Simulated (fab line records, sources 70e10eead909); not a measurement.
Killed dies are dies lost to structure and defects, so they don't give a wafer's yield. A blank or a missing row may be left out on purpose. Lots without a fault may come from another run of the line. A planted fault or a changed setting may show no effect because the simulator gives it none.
Chamber matching | flow nand_harc | NHARC_A_CHANNEL_FILL_D1_ALD_25 on ald_hk-02: 4 sister chambers
The step deposits SiOx, target thk 60 nm, pulse time 10 s, ald cycles 600. 4 wafers are shown with their chamber, then 12 later ones without.

WAFERS WITH THEIR CHAMBER
wafer  | chamber | heater_power_w (W)
L083.4 | 1       | 456
L084.6 | 0       | 411
L089.4 | 2       | 421
L089.5 | 3       | 406

WAFERS WITHOUT THEIR CHAMBER
wafer  | heater_power_w (W)
L091.1 | 434
L091.3 | 418
L091.2 | 412
L091.4 | 400
L091.5 | 405
L091.6 | 443
L093.1 | 414
L093.2 | 426
L093.3 | 436
L096.1 | 431
L096.4 | 420
L096.5 | 431

WHICH CHAMBER EACH WENT THROUGH
wafer  | from the rows above               | in truth
L091.1 | can't be placed: 2 or 1 or 0 or 3 | 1
L091.3 | can't be placed: 2 or 0 or 3      | 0
L091.2 | can't be placed: 0 or 3 or 2      | 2
L091.4 | can't be placed: 3 or 0 or 2      | 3
L091.5 | can't be placed: 3 or 0 or 2      | 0
L091.6 | can't be placed: 1 or 2           | 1
L093.1 | can't be placed: 0 or 2 or 3      | 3
L093.2 | can't be placed: 2 or 0 or 3      | 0
L093.3 | can't be placed: 2 or 1 or 0 or 3 | 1
L096.1 | can't be placed: 2 or 0 or 1 or 3 | 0
L096.4 | can't be placed: 2 or 0 or 3      | 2
L096.5 | can't be placed: 2 or 0 or 1 or 3 | 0
Placed correctly: 0 of 12. Can't be placed from these rows: 12 (the true chamber is among the candidates in 12). Placed wrongly: 0.
How it was worked out, from the rows above alone: a wafer's distance from a chamber is the root of the sum, over the readings, of the square of ((its reading less the chamber's mean) divided by the reading's scatter). The wafer belongs to the nearest chamber; if the next one is less than 2 further off, it can't be placed. A chamber's mean is the mean of its shown wafers. The scatter: with one shown wafer a chamber, the root of the mean of the squares of how far each hidden wafer lies from its nearest shown one.
